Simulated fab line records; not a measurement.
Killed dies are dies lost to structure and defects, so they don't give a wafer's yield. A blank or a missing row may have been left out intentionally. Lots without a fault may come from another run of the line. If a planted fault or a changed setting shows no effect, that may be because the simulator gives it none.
Struck lot and sound lot, side by side -- flow n5 finfet -- 17 out of 1938 route steps
Sound: these wafers, L599.2, L599.3, L599.6. Struck: wafer L596.2 (L596.3, L596.4, from the same lot, were not struck and are left out); the cause is given at the end.
For every step that has rows: the tool of each side, followed by ch and its chambers, followed by its first start. Under that, the readings that differ: sound wafers -- struck wafers -- difference of the means -- sigmas: that difference in standard deviations of wafers without a fault.
alike: readings with means less than 2 such deviations apart, plus words and numbers identical on both sides. not compared: withheld readings, readings lacking a value on some wafer, bounds such as >300 that could conceal the same value, and numbers that have no deviation in the record and whose values overlap.
The two part at a step that has a row with sigmas, a row that says differs or no value, or rows on one side only. Non-overlapping numbers with no deviation appear without sigmas and do not part them. A reading that every wafer of one side lacks parts them only if that side has two wafers or more.

first, 8 steps without rows for these wafers: N5_BEOL_M13_COAT_58 (time 60 s, resist thk 89 nm); N5_BEOL_M13_COAT_04 (resist thk 400 nm); N5_BEOL_M13_EBR_06; N5_BEOL_M13_SOFTBAKE_05 (time 60 s); N5_BEOL_M13_EXPOSE_07 (exposes mask V12); N5_BEOL_M13_PEB_08 (peb time 90 s); N5_BEOL_M13_DEVELOP_09 (develop time 45 s); N5_BEOL_M13_HARDBAKE_14 (time 120 s).
N5_BEOL_M13_CD_MEAS_10 targets a cd of 190 nm.
  sound on cd sem-03 ch 0, day 15 05:54; struck on cd sem-03 ch 0, day 14 08:03
  alike: cd nm
N5_BEOL_M13_OVL_MEAS_11:
  sound on overlay-02 ch 0, day 15 05:56; struck on overlay-01 ch 0, day 14 08:05
  alike: V12_OVL
N5_BEOL_M13_INSPECT_12: inspects for defects (macro).
  sound on defect inspect-01 at day 15 05:58; struck on defect inspect-01 at day 14 08:07
reading,sound,struck,difference,sigmas
raw defect count,2 0 4,6,+4,+3
N5_BEOL_M13_DESCUM_15: chemistry O2, time 7.9 s.
  sound on rie diel-02 ch 2,3, day 15 05:59; struck on rie diel-06 ch 0, day 14 08:08
  alike: bias power w, drypump motor current A, oes product au, rf vpp V, showerhead plenum p Torr, throttle valve pct
  not compared: rf hours counter h
N5_BEOL_M13_ETCH_59: etches BARC in N2/H2, target depth 89 nm, overetch 26.7 nm, time 67.9 s.
  sound on rie diel-02 ch 2,3, day 15 06:01; struck on rie diel-06 ch 0, day 14 08:10
reading,sound,struck,difference,sigmas
throttle valve pct (%),17.34 17.76 17.76,18.24,+0.62,+2
model.coat_of_BEOL_M13_COAT_04.thk nm (nm),312.6 317.8 318.2,290.2,-26.0,
  alike: drypump motor current A, oes product au, rf vpp V, showerhead plenum p Torr
  not compared: rf hours counter h
N5_BEOL_M13_VIA_ETCH_16: etches SiOC in C4F8/O2/Ar, target depth 921.7 nm.
  sound on rie diel-02 ch 2,3, day 15 06:05; struck on rie diel-06 ch 0, day 14 08:14
reading,sound,struck,difference,sigmas
model.coat_of_BEOL_M13_COAT_04.thk nm (nm),71.2 67.2 70.2,46,-24,
  alike: drypump motor current A, oes product au, rf vpp V, showerhead plenum p Torr, throttle valve pct
N5_BEOL_M13_STRIP_63: strips in N2/H2.
  sound on plasma asher-02 ch 0,1, day 15 06:19; struck on plasma asher-01 ch 0, day 14 08:28
reading,sound,struck,difference,sigmas
oes product au (a.u.),0.675 0.674 0.677,0.661,-0.014,-3
strip time to endpoint s (s),28.0 26.8 27.8,20.4,-7.1,-5
  alike: drypump motor current A, heater power w
  not compared: rf hours counter h
N5_BEOL_M13_STRIP_64: strips in N2/H2.
  sound on plasma asher-02 ch 0,1, day 15 06:22; struck on plasma asher-01 ch 0, day 14 08:31
reading,sound,struck,difference,sigmas
oes product au (a.u.),0.721 0.711 0.717,0.704,-0.012,-3
  alike: drypump motor current A, heater power w, strip time to endpoint s
  not compared: rf hours counter h
N5_PASSIVATION_PROBE_49:
  sound on prober-02 at day 16 12:19; struck on prober-02 at day 15 15:32
  alike: defect limited yield, killed_at_M0_to_M3, killed_at_M4_up, killed at contacts, killed at front end, killed at other, killed dies, killed on rim, killed open, killed short, sort_bin_5_function, sort_bin_6_memory, sort_bin_8_speed, sort n pass, sort yield pct

== WHERE THEY PART ==
Last at N5_BEOL_M13_STRIP_64 as far as this record goes, first at N5_BEOL_M13_INSPECT_12. Later steps at which nothing parts them and some readings are alike: N5_PASSIVATION_PROBE_49.

WHY: the cause the simulator had injected
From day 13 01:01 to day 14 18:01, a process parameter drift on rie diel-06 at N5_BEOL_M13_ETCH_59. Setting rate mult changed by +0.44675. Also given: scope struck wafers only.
